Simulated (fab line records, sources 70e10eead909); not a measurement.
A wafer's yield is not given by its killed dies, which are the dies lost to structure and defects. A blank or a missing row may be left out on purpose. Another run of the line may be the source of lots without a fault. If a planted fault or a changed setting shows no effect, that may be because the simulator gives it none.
Chamber matching ; flow nand-harc ; ald-metal-01 running NHARC_A_WL_FILL_ALD_02: 4 sister chambers
The step deposits TiN, target thk 2 nm, pulse time 3 s, ald cycles 100. 4 wafers are shown with their chamber, then 7 later ones without.

## EACH WAFER AND ITS CHAMBER
wafer;chamber;heater-power-outer-w (W)
L078.2;0;643
L080.4;3;699
L087.6;1;626
L088.5;2;617

## WAFERS WITH NO CHAMBER GIVEN
wafer;heater-power-outer-w (W)
L088.6;631
L091.1;641
L091.2;641
L091.3;635
L096.1;651
L096.4;716
L096.6;639

## THE CHAMBER EACH PASSED THROUGH
wafer;from the rows above;in truth
L088.6;can't be placed: 1 or 0 or 2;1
L091.1;can't be placed: 0 or 1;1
L091.2;can't be placed: 0 or 1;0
L091.3;can't be placed: 0 or 1 or 2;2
L096.1;0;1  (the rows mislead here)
L096.4;3;3
L096.6;can't be placed: 0 or 1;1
Correctly placed: 1 of 7. From these rows, 5 cannot be placed; in 5 the true chamber is one of the candidates. Placed wrongly: 1.
How it was worked out, from the rows above alone: a wafer's distance from a chamber is the root of the sum, over the readings, of the square of ((its reading less the chamber's mean) divided by the reading's scatter). If the next closest chamber is less than 2 further off than the closest, the wafer can't be placed; otherwise it belongs to the closest. For every chamber, the mean is computed from those of its wafers that are shown. The scatter: with one shown wafer a chamber, the root of the mean of the squares of how far each hidden wafer lies from its nearest shown one.
